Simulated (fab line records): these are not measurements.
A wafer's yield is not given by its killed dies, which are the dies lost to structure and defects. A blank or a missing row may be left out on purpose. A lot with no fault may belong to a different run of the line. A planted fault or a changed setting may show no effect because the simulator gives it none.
Matching of chambers / flow nand-harc / NHARC_P_GATE_STRIP_101 on rie-diel-08: 4 sister chambers
The step strips in O2, time 20 s. 8 wafers are shown with their chamber, then 8 later ones without.

== WAFERS, EACH WITH ITS CHAMBER ==
wafer=L080.4; chamber=2; drypump-motor-current-A (A)=5.3; oes-product-au (a.u.)=1.017
wafer=L080.5; chamber=1; drypump-motor-current-A (A)=6.1; oes-product-au (a.u.)=0.988
wafer=L082.2; chamber=2; drypump-motor-current-A (A)=5.3; oes-product-au (a.u.)=1.006
wafer=L082.6; chamber=3; drypump-motor-current-A (A)=5.7; oes-product-au (a.u.)=1.011
wafer=L084.1; chamber=3; drypump-motor-current-A (A)=5.7; oes-product-au (a.u.)=1.019
wafer=L084.4; chamber=1; drypump-motor-current-A (A)=6.1; oes-product-au (a.u.)=0.996
wafer=L084.6; chamber=0; drypump-motor-current-A (A)=5.9; oes-product-au (a.u.)=1.000
wafer=L091.1; chamber=0; drypump-motor-current-A (A)=6.0; oes-product-au (a.u.)=0.993

== WAFERS WITH NO CHAMBER GIVEN ==
wafer=L091.5; drypump-motor-current-A (A)=5.7; oes-product-au (a.u.)=0.993
wafer=L091.6; drypump-motor-current-A (A)=5.9; oes-product-au (a.u.)=0.990
wafer=L092.1; drypump-motor-current-A (A)=5.7; oes-product-au (a.u.)=0.997
wafer=L092.3; drypump-motor-current-A (A)=5.9; oes-product-au (a.u.)=0.994
wafer=L092.4; drypump-motor-current-A (A)=6.1; oes-product-au (a.u.)=1.003
wafer=L093.2; drypump-motor-current-A (A)=6.1; oes-product-au (a.u.)=1.005
wafer=L093.3; drypump-motor-current-A (A)=5.9; oes-product-au (a.u.)=0.983
wafer=L093.6; drypump-motor-current-A (A)=5.7; oes-product-au (a.u.)=0.995

== WHICH CHAMBER EACH WENT THROUGH ==
wafer=L091.5; from the rows above=3; in truth=3
wafer=L091.6; from the rows above=0; in truth=0
wafer=L092.1; from the rows above=3; in truth=3
wafer=L092.3; from the rows above=0; in truth=0
wafer=L092.4; from the rows above=1; in truth=1
wafer=L093.2; from the rows above=1; in truth=1
wafer=L093.3; from the rows above=0; in truth=0
wafer=L093.6; from the rows above=3; in truth=3
Correctly placed: 8 of 8. Number that these rows cannot place: 0. Wrongly placed: 0.
How it was worked out, from the rows above alone: a wafer's distance from a chamber is the root of the sum, over the readings, of the square of ((its reading less the chamber's mean) divided by the reading's scatter). If the next closest chamber is less than 2 further off than the closest, the wafer can't be placed; otherwise it belongs to the closest. Each chamber's mean is taken over the wafers shown for it. The scatter is the square root of a quotient: the sum, over the shown wafers, of each reading's squared deviation from its chamber's mean, divided by wafers minus chambers.
